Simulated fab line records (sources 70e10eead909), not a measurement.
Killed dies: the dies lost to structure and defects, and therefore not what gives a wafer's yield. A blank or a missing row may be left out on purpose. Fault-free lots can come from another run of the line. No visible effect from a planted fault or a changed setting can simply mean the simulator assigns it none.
Matching of chambers + flow nandHarc + NHARC_THIN_TSV_DEP_47 on pecvd-02: 3 sister chambers
The step deposits SiO2, target thk 200 nm. 3 wafers are shown with their chamber, then 7 later ones without.

EACH WAFER AND ITS CHAMBER
| wafer  | chamber | throttleValvePct (%) |
|--------|---------|----------------------|
| L324.3 | 0       | 14.9                 |
| L333.1 | 1       | 15.2                 |
| L333.2 | 2       | 14.8                 |

WAFERS WITH NO CHAMBER GIVEN
| wafer  | throttleValvePct (%) |
|--------|----------------------|
| L333.4 | 15.1                 |
| L337.2 | 15.3                 |
| L337.3 | 14.8                 |
| L337.5 | 15.3                 |
| L338.2 | 14.8                 |
| L338.3 | 15.1                 |
| L338.5 | 15.1                 |

EACH ONE'S CHAMBER
| wafer  | from the rows above     | in truth                   |
|--------|-------------------------|----------------------------|
| L333.4 | can't be placed: 1 or 0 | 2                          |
| L337.2 | 1                       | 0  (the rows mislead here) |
| L337.3 | can't be placed: 2 or 0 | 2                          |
| L337.5 | 1                       | 1                          |
| L338.2 | can't be placed: 2 or 0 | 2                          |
| L338.3 | can't be placed: 1 or 0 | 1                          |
| L338.5 | can't be placed: 1 or 0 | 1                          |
1 of 7 placed correctly. Not placeable from these rows: 5 (in 4, the candidates include the true chamber). Number placed wrongly: 1.
How it was worked out, from the rows above alone: a wafer's distance from a chamber is the root of the sum, over the readings, of the square of ((its reading less the chamber's mean) divided by the reading's scatter). If the next closest chamber is less than 2 further off than the closest, the wafer can't be placed; otherwise it belongs to the closest. Each chamber's mean is taken over the wafers shown for it. The scatter: with one shown wafer a chamber, the root of the mean of the squares of how far each hidden wafer lies from its nearest shown one.
